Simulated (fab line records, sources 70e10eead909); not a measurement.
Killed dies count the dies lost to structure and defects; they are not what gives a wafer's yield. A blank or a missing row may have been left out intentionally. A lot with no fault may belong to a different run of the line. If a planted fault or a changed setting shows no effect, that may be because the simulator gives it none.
fab line records ; flow nandHarc
record: lots: 13; wafers: 39; lastDay: 33
route steps=1302 shown A_CHANNEL_HOLE_D1@487 A_CHANNEL_FILL_D1@493 END@1302
lots that met no fault: from a run of the same line without faults
startH: hours from the record's opening day to when the first of the lot's shown wafers began ; waitH: hours from the lot's prior step to this one ; " identical to the entry in the row above ; L1.1+2: several wafers, shown together as one row ; - no value, or no start was given ; * or withheld: withheld ; < > ~ a bound
route shown NAME@n: NAME is a module with steps in the file, n the number in the route of the first one ; usual: mean and standard deviation over wafers with no fault ; same: alike in all rows ; chamber/n: place in a boat ; sites: readings site by site ; _std_site: the values' standard deviation ; _edge_site: the outer-site mean with the inner-site mean subtracted ; radiusMm: how far each site lies from the wafer's centre ; mask NAME#n: copy n ; behind: tool/chamber where the wafer was last shaped ; hold: cause of the lot's hold/its duration in hours/its outcome ; device: whichever transistor did not switch (one of n, p or np) ; end of line: the route-end tests of the same wafers ; step lacking rows: just its recipe ; killed: not the wafer's yield, but the dies lost to structure and defects at the first sort ; map: shows each die of a wafer: x if killed, . if not, _ if none is there
set.NAME: setting as actually run; set.NAME@STEP: the setting as run at that earlier step ; model.NAME: the simulator's own value behind a step, which no gauge read
a sample of lots followed through the steps of the route, with each step as a table and each wafer as a row
services: the hour from which a tool's chamber was out of use, counted from the record's first day as startH (under 0 if before that day), plus the number of hours and why
== steps ==
step: NHARC_A_CHANNEL_HOLE_D1_CD_MEAS_30
usual: cdNm: 89.6/1.2
lot.wafer;tool;chamber;startH;waitH;cdNm
L120.4;cdSem-02;-;181.44;-;90.8
L120.5;cdSem-02;-;181.44;-;88.0
L120.6;cdSem-02;-;181.44;-;89.1
L121.1;cdSem-02;-;198.13;-;92.3
L121.5;cdSem-02;-;198.13;-;90.2
L121.6;cdSem-02;-;198.13;-;89.9
L122.1;cdSem-01;-;204.10;-;91.2
L122.2;cdSem-01;-;204.10;-;88.5
L122.5;cdSem-01;-;204.10;-;88.5
L123.1;cdSem-03;-;215.82;-;90.7
L123.4;cdSem-03;-;215.82;-;87.8
L123.6;cdSem-03;-;215.82;-;90.2
L124.1;cdSem-01;-;230.94;-;89.4
L124.3;cdSem-01;-;230.94;-;89.4
L124.6;cdSem-01;-;230.94;-;88.1
L127.1;cdSem-01;-;246.03;-;88.6
L127.3;cdSem-01;-;246.03;-;86.7
L127.5;cdSem-01;-;246.03;-;87.5
L129.1;cdSem-02;-;270.22;-;90.1
L129.2;cdSem-02;-;270.22;-;88.3
L129.4;cdSem-02;-;270.22;-;88.8
L131.3;cdSem-03;-;295.25;-;88.5
L131.5;cdSem-03;-;295.25;-;88.7
L131.6;cdSem-03;-;295.25;-;89.7
L132.2;cdSem-03;-;310.56;-;88.9
L132.5;cdSem-03;-;310.56;-;89.9
L132.6;cdSem-03;-;310.56;-;90.4
L133.1;cdSem-02;-;316.74;-;91.8
L133.5;cdSem-02;-;316.74;-;90.0
L133.6;cdSem-02;-;316.74;-;91.1
L134.3;cdSem-01;-;339.17;-;90.4
L134.5;cdSem-01;-;339.17;-;92.0
L134.6;cdSem-01;-;339.17;-;88.9
L135.1;cdSem-01;-;340.10;-;90.0
L135.3;cdSem-01;-;340.10;-;89.8
L135.5;cdSem-01;-;340.10;-;88.6
L142.1;cdSem-02;-;407.20;-;90.3
L142.2;cdSem-02;-;407.20;-;89.7
L142.3;cdSem-02;-;407.20;-;88.7
step: NHARC_A_CHANNEL_FILL_D1_ALD_03
recipe: targetThkA: 60; pulseTimeS: 60; aldCycles: 58; tempC: 630; pressureTorr: 2; material: SiNx
usual: precursorPulseHeightRel: 0.999/0.021
lot.wafer;tool;chamber;startH;waitH;precursorPulseHeightRel
L120.4;aldSinBatch-01;0;-;-;1.029
L120.5;aldSinBatch-01;0;-;-;0.988
L120.6;aldSinBatch-01;0;-;-;0.999
L121.1;aldSinBatch-03;0;-;-;1.006
L121.5;aldSinBatch-03;0;-;-;0.981
L121.6;aldSinBatch-03;0;-;-;1.011
L122.1;aldSinBatch-01;0;-;-;0.979
L122.2;aldSinBatch-01;0;-;-;1.003
L122.5;aldSinBatch-01;0;-;-;1.022
L123.1;aldSinBatch-03;0;-;-;0.975
L123.4;aldSinBatch-03;0;-;-;1.016
L123.6;aldSinBatch-03;0;-;-;0.989
L124.1;aldSinBatch-02;0;-;-;0.994
L124.3;aldSinBatch-02;0;-;-;1.009
L124.6;aldSinBatch-02;0;-;-;1.000
L127.1;aldSinBatch-01;0;-;-;0.991
L127.3;aldSinBatch-01;0;-;-;1.005
L127.5;aldSinBatch-01;0;-;-;1.004
L129.1;aldSinBatch-03;0;-;-;0.946
L129.2;aldSinBatch-03;0;-;-;0.984
L129.4;aldSinBatch-03;0;-;-;1.001
L131.3;aldSinBatch-03;0;-;-;0.978
L131.5;aldSinBatch-03;0;-;-;0.969
L131.6;aldSinBatch-03;0;-;-;1.012
L132.2;aldSinBatch-01;0;-;-;0.964
L132.5;aldSinBatch-01;0;-;-;0.978
L132.6;aldSinBatch-01;0;-;-;0.996
L133.1;aldSinBatch-01;0;-;-;1.018
L133.5;aldSinBatch-01;0;-;-;0.975
L133.6;aldSinBatch-01;0;-;-;1.012
L134.3;aldSinBatch-01;0;-;-;1.007
L134.5;aldSinBatch-01;0;-;-;0.991
L134.6;aldSinBatch-01;0;-;-;1.001
L135.1;aldSinBatch-01;0;-;-;0.990
L135.3;aldSinBatch-01;0;-;-;1.008
L135.5;aldSinBatch-01;0;-;-;1.009
L142.1;aldSinBatch-03;0;-;-;0.969
L142.2;aldSinBatch-03;0;-;-;0.996
L142.3;aldSinBatch-03;0;-;-;1.027
step: NHARC_A_CHANNEL_FILL_D1_ALD_25
recipe: targetThkA: 600; pulseTimeS: 10; aldCycles: 600; tempC: 300; material: SiOx
usual: heaterPowerW: 489/74; precursorPulseHeightRel: 1.000/0.018
lot.wafer;tool;chamber;startH;waitH;heaterPowerW;precursorPulseHeightRel
L120.4;aldHk-04;2;222.49;0.1;497;0.998
L120.5;aldHk-04;2;224.97;2.5;492;1.008
L120.6;aldHk-04;3;224.97;2.5;467;1.030
L121.1;aldHk-03;3;237.20;0.7;497;0.989
L121.5;aldHk-03;2;239.02;2.5;649;1.028
L121.6;aldHk-03;3;239.02;2.5;484;0.995
L122.1;aldHk-04;0;244.32;0.7;501;1.020
L122.2;aldHk-04;2;245.55;1.9;501;1.040
L122.5;aldHk-04;3;245.55;1.9;461;1.024
L123.4;aldHk-03;0;258.59;0.7;509;0.990
L123.1;aldHk-03;1;258.59;0.7;403;0.996
L123.6;aldHk-03;0;261.02;3.1;499;1.037
L124.1;aldHk-02;0;267.00;0.7;386;0.969
L124.3;aldHk-02;2;268.21;1.9;580;0.979
L124.6;aldHk-02;0;269.42;3.1;401;0.972
L127.1;aldHk-02;2;287.10;0.7;556;0.986
L127.3;aldHk-02;3;287.10;0.7;429;0.982
L127.5;aldHk-02;2;289.60;3.2;568;0.993
L129.2;aldHk-03;3;305.90;0.1;495;0.994
L129.4;aldHk-03;0;305.90;0.1;513;1.007
L129.1;aldHk-03;1;305.90;0.1;412;1.012
L131.3;aldHk-04;2;333.07;1.3;490;1.000
L131.5;aldHk-04;0;334.31;2.5;494;1.022
L131.6;aldHk-04;1;334.31;2.5;467;1.007
L132.2;aldHk-04;3;351.38;0.7;455;0.978
L132.5;aldHk-04;2;353.23;2.5;477;0.988
L132.6;aldHk-04;3;353.23;2.5;441;0.978
L133.1;aldHk-03;2;355.67;0.7;660;1.022
L133.6;aldHk-03;1;357.50;2.5;408;1.002
L133.5;aldHk-03;2;357.50;2.5;652;1.021
L135.1;aldHk-03;3;375.42;0.1;479;0.994
L135.3;aldHk-03;2;379.12;3.7;674;1.003
L135.5;aldHk-03;3;380.35;5.0;487;0.978
L134.3;aldHk-02;1;377.29;1.9;423;0.988
L134.6;aldHk-02;2;377.29;1.9;565;0.968
L134.5;aldHk-02;3;377.29;1.9;415;0.996
L142.1;aldHk-03;1;444.06;0.1;390;0.995
L142.3;aldHk-03;2;444.06;0.1;622;0.972
L142.2;aldHk-03;3;444.06;0.1;531;0.983
step: NHARC_A_CHANNEL_FILL_D1_ETCHBACK_08
recipe: targetDepthA: 2200; timeS: 110; c4f8FlowSccm: 20; arFlowSccm: withheld; rfW: 600; biasW: 300; chemistry: C4F8
usual: oesProductAu: 0.96/0.037; rfVppV: 440/3.1; runLengthS: 131.3/0.41
lot.wafer;tool;chamber;startH;waitH;oesProductAu;rfHoursCounterH;rfVppV;runLengthS
L120.4;rieDiel-09;1;228.10;-;0.95;4.9;437;130.9
L120.6;rieDiel-09;3;228.10;-;0.92;-;438;131.3
L120.5;rieDiel-09;0;228.10;-;0.93;-;444;131.8
L121.1;rieDiel-09;3;242.13;-;0.99;4.9;438;131.7
L121.5;rieDiel-09;0;242.13;-;0.98;-;445;131.6
L121.6;rieDiel-09;1;242.13;-;1.00;-;437;130.9
L122.2;rieDiel-09;1;249.26;-;1.01;5.8;436;131.5
L122.1;rieDiel-09;3;249.26;-;0.99;5.0;438;131.4
L122.5;rieDiel-09;2;249.26;-;1.00;-;446;130.9
L123.1;rieDiel-09;2;263.49;-;0.92;5.5;443;131.1
L123.4;rieDiel-09;0;263.49;-;0.91;6.2;443;131.3
L123.6;rieDiel-09;3;263.49;-;0.92;-;437;131.6
L124.1;rieDiel-11;2;271.87;-;1.00;0.1;438;130.9
L124.3;rieDiel-11;3;271.87;-;0.99;0.1;436;131.0
L124.6;rieDiel-11;2;271.87;-;0.99;-;438;131.1
L127.3;rieDiel-09;2;292.07;-;0.91;9.1;444;130.7
L127.1;rieDiel-09;0;292.07;-;0.92;9.2;444;131.8
L127.5;rieDiel-09;3;292.07;-;0.92;-;437;131.7
L129.2;rieDiel-09;3;311.42;-;0.99;10.4;437;131.5
L129.4;rieDiel-09;0;311.42;-;0.99;10.6;443;131.7
L129.1;rieDiel-09;1;311.42;-;1.00;9.8;438;131.3
L131.3;rieDiel-12;3;337.44;-;1.00;2.9;438;132.1
L131.5;rieDiel-12;2;337.44;-;0.98;-;442;131.5
L131.6;rieDiel-12;3;337.44;-;0.99;-;438;132.0
L132.2;rieDiel-12;1;356.35;-;0.97;3.6;444;131.6
L132.6;rieDiel-12;3;356.35;-;0.96;-;439;132.3
L132.5;rieDiel-12;0;356.35;-;0.97;-;437;131.1
L133.1;rieDiel-12;3;360.62;-;1.00;4.7;439;132.3
L133.6;rieDiel-12;0;360.62;-;0.98;-;436;130.7
L133.5;rieDiel-12;1;360.62;-;1.00;-;445;132.1
L134.3;rieDiel-12;2;381.05;-;0.92;5.2;443;136.3
L134.5;rieDiel-12;3;381.05;-;0.93;-;436;131.7
L134.6;rieDiel-12;0;381.05;-;0.93;-;437;130.8
L135.3;rieDiel-12;1;384.65;-;0.92;4.9;444;131.6
L135.1;rieDiel-12;0;384.65;-;0.92;5.6;438;131.0
L135.5;rieDiel-12;2;384.65;-;0.92;-;443;136.5
L142.3;rieDiel-11;2;449.57;-;1.00;0.1;440;131.1
L142.2;rieDiel-11;0;449.57;-;1.00;0.2;438;131.3
L142.1;rieDiel-11;1;449.57;-;0.99;0.1;442;131.7
step: NHARC_END_SORT_01
recipe: tempC: 25
usual: killedAtArray: 52/18; killedAtOther: 0.6/0.83; killedAtPeriphery: 4.3/2.8; killedDies: 57/19; killedOpen: 3.4/2; killedShort: 2.5/1.7
same: grossDies: 677
lot.wafer;tool;chamber;startH;waitH;killedAtArray;killedAtOther;killedAtPeriphery;killedDies;killedOpen;killedShort
L124.1;prober-02;0;588.38;2.5;68;0;12;80;10;3
L124.3;prober-02;0;589.99;3.1;63;0;9;72;4;0
L124.6;prober-02;0;592.40;4.0;71;0;10;81;3;3
L129.1;prober-01;0;639.42;2.5;55;1;2;58;3;3
L129.2;prober-01;0;640.22;2.8;64;1;2;67;2;2
L129.4;prober-01;0;641.82;3.4;53;0;3;56;4;4
L131.3;prober-02;0;660.02;3.1;73;1;5;79;3;2
L131.5;prober-02;0;661.60;3.7;74;0;7;81;2;1
L131.6;prober-02;0;662.39;4.0;71;1;7;79;6;1
killed by level:class
L124.1 A_CHANNEL_HOLE_D1:chamberFilmFlake=32 A_SLIT:chamberFilmFlake=19 P_GATE:chamberFilmFlake=5 A_CONTACT:chamberFilmFlake=4 A_CHANNEL_HOLE_D2:chamberFilmFlake=4 P_STI:geometricParticle:open=2 P_CONTACT:geometricParticle:open=2 P_M0:geometricParticle:open=2
L124.3 A_CHANNEL_HOLE_D1:chamberFilmFlake=32 A_SLIT:chamberFilmFlake=13 A_CHANNEL_HOLE_D2:chamberFilmFlake=7 P_GATE:chamberFilmFlake=5 A_STAIRCASE:chamberFilmFlake=4 A_CONTACT:chamberFilmFlake=4 P_CONTACT:geometricParticle:open=2 P_M1:chamberFilmFlake=2
L124.6 A_CHANNEL_HOLE_D1:chamberFilmFlake=40 A_SLIT:chamberFilmFlake=19 P_GATE:chamberFilmFlake=8 A_CONTACT:chamberFilmFlake=3 P_GATE:geometricParticle:short=1 A_ONON_D1:geometricParticle:open=1 A_CHANNEL_FILL_D1:geometricParticle:short=1 A_DECK1_JOINT:geometricParticle:short=1
L129.1 A_CHANNEL_HOLE_D1:chamberFilmFlake=32 A_STAIRCASE:chamberFilmFlake=8 A_CHANNEL_HOLE_D2:chamberFilmFlake=4 A_CONTACT:chamberFilmFlake=2 A_CHANNEL_FILL_D1:geometricParticle:short=1 A_CHANNEL_FILL_D2:geometricParticle:short=1 A_WL_FILL:geometricParticle:short=1 A_M0:geometricParticle:open=1
L129.2 A_CHANNEL_HOLE_D1:chamberFilmFlake=33 A_STAIRCASE:chamberFilmFlake=9 A_CHANNEL_HOLE_D2:chamberFilmFlake=7 A_CONTACT:chamberFilmFlake=4 A_CHANNEL_FILL_D2:chamberFilmFlake=3 A_ZERO_WELL:chamberFilmFlake=2 A_WL_FILL:chamberFilmFlake=2 P_STI:geometricParticle:open=1
L129.4 A_CHANNEL_HOLE_D1:chamberFilmFlake=23 A_STAIRCASE:chamberFilmFlake=10 A_CHANNEL_HOLE_D2:chamberFilmFlake=6 A_DECK1_JOINT:chamberFilmFlake=3 P_CONTACT:geometricParticle:open=2 A_SLIT:chamberFilmFlake=2 P_GATE:geometricParticle:short=1 A_ONON_D1:geometricParticle:short=1
L131.3 A_CHANNEL_HOLE_D1:chamberFilmFlake=38 A_SLIT:chamberFilmFlake=16 A_CONTACT:chamberFilmFlake=6 A_CHANNEL_HOLE_D2:chamberFilmFlake=5 P_STI:chamberFilmFlake=4 A_CHANNEL_FILL_D1:geometricParticle:short=1 A_DECK1_JOINT:geometricParticle:short=1 A_CHANNEL_FILL_D2:geometricParticle:open=1
L131.5 A_CHANNEL_HOLE_D1:chamberFilmFlake=38 A_SLIT:chamberFilmFlake=15 A_CHANNEL_HOLE_D2:chamberFilmFlake=10 A_CONTACT:chamberFilmFlake=4 P_STI:chamberFilmFlake=2 P_BONDPAD:chamberFilmFlake=2 A_CHANNEL_FILL_D1:chamberFilmFlake=2 A_STAIRCASE:chamberFilmFlake=2
L131.6 A_CHANNEL_HOLE_D1:chamberFilmFlake=32 A_SLIT:chamberFilmFlake=19 A_CONTACT:chamberFilmFlake=7 A_CHANNEL_HOLE_D2:chamberFilmFlake=6 A_DECK1_JOINT:geometricParticle:open=2 A_M0:geometricParticle:open=2 P_STI:chamberFilmFlake=2 P_CONTACT:chamberFilmFlake=2
== services ==
tool;chamber;startH;hours;kind
aldHk-02;-;170.00;10.0;pm
rieDiel-09;2;171.90;8.6;repair
aldHk-03;-;181.34;15.8;repair
aldSinBatch-01;-;197.64;5.5;repair
aldHk-03;-;214.76;10.0;pm
rieDiel-12;2;232.34;4.2;repair
rieDiel-11;1;234.94;5.4;repair
rieDiel-11;-;255.50;9.0;pm
aldHk-04;-;261.63;10.0;pm
rieDiel-12;-;268.40;9.0;pm
rieDiel-11;1;275.85;8.7;repair
rieDiel-09;1;278.77;8.3;repair
rieDiel-12;-;308.23;2.7;repair
rieDiel-09;-;320.10;9.0;pm
rieDiel-12;1;333.85;8.8;repair
rieDiel-09;3;345.73;4.9;repair
rieDiel-09;1;347.91;5.5;repair
aldHk-02;-;348.38;10.0;pm
rieDiel-12;2;348.83;4.7;repair
rieDiel-09;-;431.21;0.8;repair
rieDiel-12;1;432.44;2.9;repair
rieDiel-09;0;435.91;5.6;repair
aldHk-04;-;439.63;10.0;pm
rieDiel-12;-;445.40;9.0;pm
== key ==
firstSign: step: NHARC_A_CHANNEL_FILL_D1_ETCHBACK_08; reading: runLengthS; direction: up; sigmas: 12; usual: *; struck: *
effect none on later readings
metAt NHARC_A_CHANNEL_FILL_D1_ETCHBACK_08
struckLots L134,L135
struckWafers L134.3,L135.5
testerLeftOut L134,L135
notActingAt NHARC_A_CHANNEL_HOLE_D1_CD_MEAS_30,NHARC_A_CHANNEL_FILL_D1_ALD_03,NHARC_A_CHANNEL_FILL_D1_ALD_25
onsetBetween 337.44 381.05
fault: kind: processParameterDrift; tool: rieDiel-12; chamber: 2; onsetH: 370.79; steps: NHARC_A_CHANNEL_FILL_D1_ETCHBACK_08; channel: timeS; offset: *; shape: step; endH: 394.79; actsIn: *; stated: *
testerLeftOut: of these lots the tester's yield and bins aren't shown, on N5 and GAA mostly nor the transistor test; their killed dies are dies lost to structure and defects alone, not to doping, threshold or leakage, so they don't give the yield
